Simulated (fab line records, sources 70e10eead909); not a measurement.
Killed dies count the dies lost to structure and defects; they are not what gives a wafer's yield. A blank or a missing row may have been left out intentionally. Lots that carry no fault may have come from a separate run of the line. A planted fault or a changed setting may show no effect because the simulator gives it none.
A lot that was struck, set against a sound lot | flow nandHarc | 15 steps out of a route of 1302
Sound: these wafers, L401.3, L401.4, L401.6. Wafers struck: L408.3, L408.4, L408.5. The cause comes at the end.
For every step that has rows: the tool of each side, followed by ch and its chambers, followed by its first start. Under that, the readings that differ: sound wafers | struck wafers | difference of the means | sigmas: that difference in standard deviations of wafers without a fault.
alike: readings with means less than 2 such deviations apart, plus words and numbers identical on both sides. not compared: withheld readings, readings lacking a value on some wafer, bounds such as >300 that could conceal the same value, and numbers that have no deviation in the record and whose values overlap.
The two part at a step that has a row with sigmas, a row that says differs or no value, or rows on one side only. Numbers that don't overlap but have no deviation are shown without sigmas and don't part them. A reading missing from all wafers of one side parts the sides only when that side holds two or more wafers.

first, 4 steps without rows for these wafers: NHARC_A_CONTACT_EBR_65; NHARC_A_CONTACT_EXPOSE_66 (exposes mask A CC 2); NHARC_A_CONTACT_PEB_67 (peb time 65 s); NHARC_A_CONTACT_DEVELOP_68 (develop time 35 s).
NHARC_A_CONTACT_CD_MEAS_69: target cd 300 nm.
  sound on cdSem-03 ch 0, day 25 20:16; struck on cdSem-01 ch 0, day 28 14:37
  alike: cdNm
NHARC_A_CONTACT_OVL_MEAS_70:
  struck on overlay-02, day 28 14:41; sound on overlay-02, day 25 20:20
  alike: overlayXNm, overlayYNm
NHARC_A_CONTACT_INSPECT_71:
  struck on defectInspect-01, day 28 14:44; sound on defectInspect-01, day 25 20:23
  alike: rawDefectCount
NHARC_A_CONTACT_DESCUM_74: chemistry O2, time 3 s.
  sound on rieDiel-04 ch 0,1,2, day 25 20:26; struck on rieDiel-04 ch 1,2,3, day 28 14:49
reading              | sound                | struck               | difference | sigmas
throttleValvePct (%) | 11.321 11.324 11.315 | 11.299 11.314 11.297 | -0.017     | -2
  alike: drypumpMotorCurrentA, oesProductAu, rfVppV, showerheadPlenumPTorr
  not compared: rfHoursCounterH
NHARC_A_CONTACT_ETCH_75: etches the open film in CF4, target depth 39 nm, time 65 s.
  sound on rieDiel-04 ch 2,3, day 25 20:31; struck on rieDiel-04 ch 0,2,3, day 28 14:53
  alike: biasW, cf4FlowSccm, drypumpMotorCurrentA, oesProductAu, rfVppV, showerheadPlenumPTorr, throttleValvePct
  not compared: rfHoursCounterH
NHARC_A_CONTACT_ETCH_76: etches the open film in N2/H2, target depth 260 nm, time 475.3 s.
  sound: rieDiel-04 ch 0,2; struck: rieDiel-04 ch 0,1,2
  alike: biasW, chamberPressureMTorr, drypumpMotorCurrentA, oesProductAu, rfVppV, showerheadPlenumPTorr, throttleValvePct
  not compared: rfHoursCounterH
NHARC_A_CONTACT_ETCH_77: etches the open film in CF4/CHF3, target depth 108.9 nm, time 54.5 s.
  sound: rieDiel-04 ch 0,1,2; struck: rieDiel-04 ch 0,2
  alike: biasW, cf4FlowSccm, chf3FlowSccm, drypumpMotorCurrentA, oesProductAu, rfVppV, showerheadPlenumPTorr, throttleValvePct
  not compared: rfHoursCounterH
NHARC_A_CONTACT_ETCH_78: etches the open film in O2/COS, target depth 5300 nm, time 1378 s.
  sound: rieDiel-04 ch 1,2; struck: rieDiel-04 ch 1,2,3
  alike: biasW, chamberPressureMTorr, cosFlowSccm, drypumpMotorCurrentA, oesProductAu, rfVppV, showerheadPlenumPTorr, throttleValvePct
  not compared: rfHoursCounterH
NHARC_A_CONTACT_ETCH_124: etches the open film in C4F8/O2/Ar, time 140 s, target depth 700 nm.
  sound on harCapEtch-03 ch 0,1, day 25 22:02; struck on harCapEtch-02 ch 0,1, day 28 16:34
  no value came back on the struck wafers for chamberPressureMTorr (mTorr), oesAirLineAu (a.u.); on the sound wafers chamberPressureMTorr (mTorr) reads 19.992 20.004 20.000
  not compared: rfHoursCounterH
then, 1 step without rows for these wafers: NHARC_A_CONTACT_ETCH_125 (etches the open film in C4F8/O2/Ar, time 197 s, target depth 1918 nm).
-- record jumps: 2 days between struck wafers' starts before vs after; left off in module A_CONTACT, resumes in module END, first step shown is number 1302 of the route --
NHARC_END_SORT_01:
  only the struck wafers appear in the record here, on prober-02 ch 0 at day 31 04:17; the sound ones have no rows

WHERE THEY PART
Last at NHARC_END_SORT_01 as far as this record goes, first at NHARC_A_CONTACT_DESCUM_74.

WHY: what the simulator had put in
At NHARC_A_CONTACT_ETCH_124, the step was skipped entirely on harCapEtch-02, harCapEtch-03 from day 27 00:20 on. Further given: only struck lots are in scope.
